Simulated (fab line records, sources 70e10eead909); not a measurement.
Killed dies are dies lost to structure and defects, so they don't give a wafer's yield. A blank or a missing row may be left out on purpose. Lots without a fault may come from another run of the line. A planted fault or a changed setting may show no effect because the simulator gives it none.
Which tool did it? | flow nand_harc | 6 lots, 18 wafers sampled, at 5 steps of a route of 1159

WHAT THE GAUGES READ, wafer by wafer
NHARC_END_SORT_01.
lot  | measured     | on        | killed_at_array
L820 | day 21 00:32 | prober-01 | 15 24 20
L825 | day 21 19:14 | prober-01 | 35 26
L832 | day 24 04:15 | prober-01 | 16 14 18

WHICH TOOL RAN EACH LOT (tool, then ch and the chambers of the sampled wafers, then the start)
lot  | NHARC_A_CHANNEL_FILL_D1_ALD_02   | NHARC_A_CHANNEL_FILL_D1_ALD_15                 | NHARC_A_CHANNEL_FILL_D1_ALD_25   | NHARC_A_STAIRCASE_ETCH_169
L819 | ald_hk-01 ch 0,1,2, day 8 19:55  | ald_sin_batch-03 ch 0, day 10 07:23 or earlier | ald_hk-04 ch 0,1,2, day 10 07:23 | rie_diel-11 ch 0,2, day 10 23:30
L820 | ald_hk-01 ch 0,2,3, day 9 15:05  | ald_sin_batch-02 ch 0, day 11 04:11 or earlier | ald_hk-02 ch 0,2,3, day 11 04:11 | rie_diel-11 ch 0,1,3, day 11 16:25
L823 | ald_hk-02 ch 1,2, day 9 19:46    | ald_sin_batch-01 ch 0, day 11 12:17 or earlier | ald_hk-02 ch 1,2,3, day 11 12:17 | rie_diel-02 ch 1,2,3, day 11 23:56
L825 | ald_hk-02 ch 0,1,2, day 10 19:19 | ald_sin_batch-02 ch 0, day 12 06:01 or earlier | ald_hk-04 ch 0,1,3, day 12 06:01 | rie_diel-11 ch 0,2,3, day 12 19:04
L832 | ald_hk-01 ch 0,1, day 12 15:07   | ald_sin_batch-02 ch 0, day 14 04:05 or earlier | ald_hk-01 ch 1,3, day 14 04:05   | rie_diel-11 ch 1,3, day 14 16:37
L836 | ald_hk-01 ch 1,2,3, day 13 07:05 | ald_sin_batch-02 ch 0, day 14 19:18 or earlier | ald_hk-01 ch 0,1, day 14 19:18   | rie_diel-11 ch 0,2,3, day 15 09:25
- NHARC_A_CHANNEL_FILL_D1_ALD_02: deposits SiO2, target thk 6 nm, pulse time 10 s, ald cycles 60.
- NHARC_A_CHANNEL_FILL_D1_ALD_15: deposits SiNx, target thk 2 nm, pulse time 60 s, ald cycles 19.
- NHARC_A_CHANNEL_FILL_D1_ALD_25: deposits SiOx, target thk 60 nm, pulse time 10 s, ald cycles 600.
- NHARC_A_STAIRCASE_ETCH_169: etches the open film in CH3F/O2, target depth 50 nm, time 107.1 s.

THE ANSWER, worked out from the rows above alone
Rule: what is usual is taken from the lots themselves. Put in order of their means at a reading, lots are off if they are a third of the lots or fewer, leave a main group of 4 or more, and stand apart from it by a gap of 3 or more times the standard deviation of the main group's means; of several such gaps the widest counts. A main group whose means are all the same, to the digits that the tables above print for the reading, isn't used. A lot without any number at a reading at which 4 lots or more have one is off too. The other lots that the step has rows for count as sound.
No lot is off at any reading shown: from this, nothing can be told.

WHAT THE SIMULATOR HAD PUT IN
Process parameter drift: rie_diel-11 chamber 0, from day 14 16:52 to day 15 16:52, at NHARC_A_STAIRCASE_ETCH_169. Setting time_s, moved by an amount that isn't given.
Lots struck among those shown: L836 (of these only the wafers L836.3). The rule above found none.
